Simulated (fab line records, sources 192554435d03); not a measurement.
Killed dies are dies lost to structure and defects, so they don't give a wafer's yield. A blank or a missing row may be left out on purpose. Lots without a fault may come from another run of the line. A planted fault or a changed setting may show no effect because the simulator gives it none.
A struck lot beside a sound one | flow n5_finfet | 15 steps out of a route of 1938
Sound: wafers L124.3, L124.5, L124.6. Struck: wafers L108.1, L108.2, L108.4. The cause comes at the end.
At each step with rows: each side's tool, then ch and its chambers, then its first start. Under that, the readings that differ: sound wafers | struck wafers | difference of the means | sigmas: that difference in standard deviations of wafers without a fault.
alike: readings whose means differ by less than 2 such deviations, and words and numbers that are the same on both sides. not compared: withheld readings, readings that some wafer has no value for, bounds like >300 that may hide the same value, and numbers for which the record gives no deviation and whose values overlap.
The two part at a step that has a row with sigmas, a row that says differs or no value, or rows on one side only. Numbers that don't overlap but have no deviation are shown without sigmas and don't part them. A reading that every wafer of one side lacks parts them only if that side has two wafers or more.

first, 11 steps without rows for these wafers: N5_HKMG_FIN_DESCUM_17 (chemistry O2, time 7.9 s); N5_HKMG_FIN_ETCH_31 (etches SiARC in CF4, target depth 45.5 nm, time 75.8 s); N5_HKMG_FIN_ETCH_32 (etches SOC in N2/H2, target depth 240 nm, time 300 s); N5_HKMG_FIN_STRIP_33 (strips in N2/H2); N5_HKMG_FIN_STRIP_34 (strips in CF4); N5_HKMG_FIN_ETCH_35 (etches SOC in N2/H2, target depth 215.8 nm, time 243.4 s); N5_HKMG_FIN_STRIP_92 (strips SOC in N2/H2, time 20 s); N5_HKMG_FIN_WET_ETCH_18 (etches TiN in SC1, time 55 s, target depth 5.2 nm, rinse time 30 s); N5_HKMG_FIN_STRIP_19 (strips in N2/H2, time 360 s); N5_HKMG_FIN_ALD_91 (deposits TiN, target thk 1 nm, pulse time 1 s, purge time 3 s); N5_HKMG_FIN_COAT_85 (time 60 s, resist thk 300 nm).
N5_HKMG_FIN_ETCH_86: etches SOC in N2/H2, stops on TiN, target depth 393.2 nm.
  sound on rie_diel-01 ch 1,2,3, day 9 21:59; struck on rie_diel-01 ch 1,2,3, day 6 02:16
  no value came back on the struck wafers for any of 8 readings (bias_w (W), chamber_pressure_mTorr (mTorr) and others); on the sound wafers bias_w (W) reads 60.97 60.96 61.02
  reading                                   | sound          | struck            | difference | sigmas
  model.SOC_of_HKMG_FIN_COAT_85.thk_nm (nm) | 17.6 12.2 20.6 | 298.8 298.4 298.8 | +281.9     |
  not compared: rf_hours_counter_h
then, 1 step without rows for these wafers: N5_HKMG_FIN_STRIP_89 (strips SOC in N2/H2, time 20 s).
N5_BEOL_M4_RC_MEAS_101:
  the record has rows for the sound wafers here (prober-02 ch 0, day 14 05:02) and none for the struck ones
-- the record jumps here: 8 days lie between the struck wafers' starts before and after (it left off in module BEOL_M4 and takes up again in module PASSIVATION, whose first step shown is number 1936 of the route) --
N5_PASSIVATION_PROBE_49:
  the record has rows for the struck wafers here (prober-01, day 14 03:54) and none for the sound ones

WHERE THEY PART
First at N5_HKMG_FIN_ETCH_86; last, within this record, at N5_PASSIVATION_PROBE_49.

WHY: what the simulator had put in
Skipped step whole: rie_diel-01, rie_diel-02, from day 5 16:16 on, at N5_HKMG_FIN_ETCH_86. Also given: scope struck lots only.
